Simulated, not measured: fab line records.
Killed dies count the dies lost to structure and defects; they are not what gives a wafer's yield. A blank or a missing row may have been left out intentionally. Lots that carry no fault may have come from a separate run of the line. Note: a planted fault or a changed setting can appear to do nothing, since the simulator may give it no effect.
Chamber matching -- flow nand-harc -- NHARC_A_BONDPAD_DESCUM_11 on rie-diel-09: 4 sister chambers
The step chemistry O2, time 3 s. 8 wafers are shown with their chamber, then 11 later ones without.

EACH WAFER AND ITS CHAMBER
wafer,chamber,drypump-motor-current-A (A),oes-product-au (a.u.)
L169.5,1,6.03,0.994
L170.1,0,5.79,1.000
L170.5,0,5.79,0.990
L174.4,1,6.05,0.999
L174.6,2,5.86,0.989
L175.3,2,5.88,0.998
L175.5,3,5.43,1.004
L179.4,3,5.43,1.008

WAFERS WITHOUT THEIR CHAMBER
wafer,drypump-motor-current-A (A),oes-product-au (a.u.)
L179.5,5.86,1.002
L179.6,5.42,1.015
L185.3,5.78,0.984
L185.4,5.45,1.016
L185.5,6.02,0.995
L188.1,5.43,1.007
L188.3,6.05,0.990
L188.6,5.79,0.979
L187.2,6.05,1.002
L187.5,5.43,1.006
L187.6,5.78,0.986

EACH ONE'S CHAMBER
wafer,from the rows above,in truth
L179.5,2,2
L179.6,3,3
L185.3,0,0
L185.4,3,3
L185.5,1,1
L188.1,3,3
L188.3,1,1
L188.6,0,0
L187.2,1,1
L187.5,3,3
L187.6,0,0
Correct placement for 11 of the 11. Number that these rows cannot place: 0. Number placed wrongly: 0.
How it was worked out, from the rows above alone: a wafer's distance from a chamber is the root of the sum, over the readings, of the square of ((its reading less the chamber's mean) divided by the reading's scatter). If the next closest chamber is less than 2 further off than the closest, the wafer can't be placed; otherwise it belongs to the closest. For every chamber, the mean is computed from those of its wafers that are shown. How the scatter is found: for the shown wafers, subtract from each reading the mean of its chamber, square and add these, divide the total by (wafers less chambers), then take the root.
